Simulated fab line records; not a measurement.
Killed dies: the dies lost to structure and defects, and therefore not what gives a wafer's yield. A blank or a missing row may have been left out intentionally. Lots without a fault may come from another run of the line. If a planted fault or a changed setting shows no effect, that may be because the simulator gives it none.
Chamber matching || flow n5Finfet || rieDiel-02 running N5_BEOL_M10_DESCUM_33: 4 sister chambers
The step chemistry O2, time 7.9 s. 4 wafers are shown with their chamber, then 7 later ones without.

WAFERS WITH THEIR CHAMBER
{"wafer": "L086.1", "chamber": 1, "drypumpMotorCurrentA (A)": 5.0}
{"wafer": "L086.4", "chamber": 2, "drypumpMotorCurrentA (A)": 5.9}
{"wafer": "L087.1", "chamber": 0, "drypumpMotorCurrentA (A)": 5.7}
{"wafer": "L087.2", "chamber": 3, "drypumpMotorCurrentA (A)": 5.4}

WAFERS MISSING THEIR CHAMBER
{"wafer": "L087.6", "drypumpMotorCurrentA (A)": 5.0}
{"wafer": "L091.1", "drypumpMotorCurrentA (A)": 5.7}
{"wafer": "L091.3", "drypumpMotorCurrentA (A)": 5.9}
{"wafer": "L091.4", "drypumpMotorCurrentA (A)": 5.9}
{"wafer": "L093.1", "drypumpMotorCurrentA (A)": 5.4}
{"wafer": "L093.2", "drypumpMotorCurrentA (A)": 5.6}
{"wafer": "L093.3", "drypumpMotorCurrentA (A)": 5.0}

WHICH CHAMBER EACH WENT THROUGH
{"wafer": "L087.6", "from the rows above": 1, "in truth": 1}
{"wafer": "L091.1", "from the rows above": 0, "in truth": 0}
{"wafer": "L091.3", "from the rows above": 2, "in truth": 2}
{"wafer": "L091.4", "from the rows above": 2, "in truth": 2}
{"wafer": "L093.1", "from the rows above": 3, "in truth": 3}
{"wafer": "L093.2", "from the rows above": 0, "in truth": 0}
{"wafer": "L093.3", "from the rows above": 1, "in truth": 1}
Correctly placed: 7 of 7. Number that these rows cannot place: 0. Wrongly placed: 0.
How it was worked out, from the rows above alone: a wafer's distance from a chamber is the root of the sum, over the readings, of the square of ((its reading less the chamber's mean) divided by the reading's scatter). The wafer belongs to the nearest chamber; if the next one is less than 2 further off, it can't be placed. For every chamber, the mean is computed from those of its wafers that are shown. The scatter: with one shown wafer a chamber, the root of the mean of the squares of how far each hidden wafer lies from its nearest shown one.
